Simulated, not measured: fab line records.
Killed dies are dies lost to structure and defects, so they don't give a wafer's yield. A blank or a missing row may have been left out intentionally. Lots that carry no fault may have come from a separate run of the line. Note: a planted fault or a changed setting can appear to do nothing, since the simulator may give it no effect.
One fault seen from 2 desks	flow n5 finfet	numbers are kept per desk, each desk with only its own; the story behind them comes last

## FOR THE TOOL OWNER'S DESK: uv cure-03
The tool's own readings at N5_BEOL_M11_CURE_72 (cures SiCOH lowk, time 120 s): means of the sampled wafers that have a number, for each lot that ran on this tool. The brackets show how far a lot's mean lies from the usual mean; more than 4 standard deviations puts the lot out of limits, marked OUT.
Columns: A = lamp power pct at N5_BEOL_M11_CURE_72, usual 52.31 %; B = run length s at N5_BEOL_M11_CURE_72, usual 178.3 s; C = wafer_temp_C_max at N5_BEOL_M11_CURE_72, usual 371.3
lot	first seen here	A	B	C
L248	day 13 11:39	52.32	177.9	371.2
L256	day 15 15:50	52.11	172.3 (-5.5) OUT	370.9
L258	day 16 02:17	51.83 (-9.0) OUT	169.9 (-7.6) OUT	371.7
L255	day 16 03:04	51.92 (-7.1) OUT	169.7 (-7.8) OUT	370.9
This desk's finding: out of limits on L255, L256, L258; first on L256, day 15 15:50 (run length s at N5_BEOL_M11_CURE_72). Within limits: L248.

## FROM THE METROLOGY DESK
Means of the sampled wafers that have a number, per lot and without regard to the tool the lot ran on: this is what the gauges read. The brackets show how far a lot's mean lies from the usual mean; more than 4 standard deviations puts the lot out of limits, marked OUT.
Columns: A = trench depth nm at N5_BEOL_M11_OCD_MEAS_38, usual 148 nm; B = cd nm at N5_BEOL_M11_CD_MEAS_35, usual 69.4 nm
lot	first seen here	A	B
L248	day 13 11:24	149	69.5
L251	day 14 00:19	151	68.7
L249	day 14 09:06	149	69.8
L254	day 15 02:08	150	69.3
L256	day 15 15:32	144	69.7
L258	day 16 01:52	154	69.5
L255	day 16 02:40	152	70.5
This desk found nothing out of limits on any of the 7 lots.

## ALL TOGETHER
The tool owner's desk could have raised an alarm at day 15 15:50, on L255, L256, L258.
Nothing out of limits was seen by the metrology desk.
The metrology desk holds a record of L255, L256, L258, inside its limits.
Of the lots named, all ran N5_BEOL_M11_CURE_72 on uv cure-03.

## WHAT THE SIMULATOR HAD PUT IN
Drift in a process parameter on uv cure-03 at N5_BEOL_M11_CURE_72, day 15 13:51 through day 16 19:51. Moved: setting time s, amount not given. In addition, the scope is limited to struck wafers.
Shown lots that were struck: L255, L256, L258.
Delay in hours, fault start to first out-of-limits reading, by desk: the tool owner's desk at 2.
